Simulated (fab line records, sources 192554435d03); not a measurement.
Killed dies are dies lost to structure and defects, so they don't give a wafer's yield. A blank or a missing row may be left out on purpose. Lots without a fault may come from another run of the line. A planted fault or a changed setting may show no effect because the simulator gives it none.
Chamber matching | flow n5_finfet | N5_SD_EPI_N_ETCHBACK_44 on rie_diel-05: 4 sister chambers
The step etches SiNx in CH3F/O2, stops on SiO2, target depth 14.5 nm. 4 wafers are shown with their chamber, then 8 later ones without.

WAFERS WITH THEIR CHAMBER
wafer  | chamber | drypump_motor_current_A (A)
L083.5 | 0       | 6.1
L083.6 | 1       | 6.3
L088.6 | 3       | 5.4
L090.2 | 2       | 5.7

WAFERS WITHOUT THEIR CHAMBER
wafer  | drypump_motor_current_A (A)
L090.4 | 5.5
L090.5 | 5.7
L092.2 | 5.7
L092.3 | 6.2
L092.4 | 6.3
L093.3 | 6.3
L093.5 | 6.3
L093.6 | 5.7

WHICH CHAMBER EACH WENT THROUGH
wafer  | from the rows above     | in truth
L090.4 | 3                       | 3
L090.5 | 2                       | 2
L092.2 | 2                       | 2
L092.3 | can't be placed: 1 or 0 | 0
L092.4 | 1                       | 1
L093.3 | 1                       | 1
L093.5 | 1                       | 1
L093.6 | 2                       | 2
Placed correctly: 7 of 8. Can't be placed from these rows: 1 (the true chamber is among the candidates in 1). Placed wrongly: 0.
How it was worked out, from the rows above alone: a wafer's distance from a chamber is the root of the sum, over the readings, of the square of ((its reading less the chamber's mean) divided by the reading's scatter). The wafer belongs to the nearest chamber; if the next one is less than 2 further off, it can't be placed. A chamber's mean is the mean of its shown wafers. The scatter: with one shown wafer a chamber, the root of the mean of the squares of how far each hidden wafer lies from its nearest shown one.
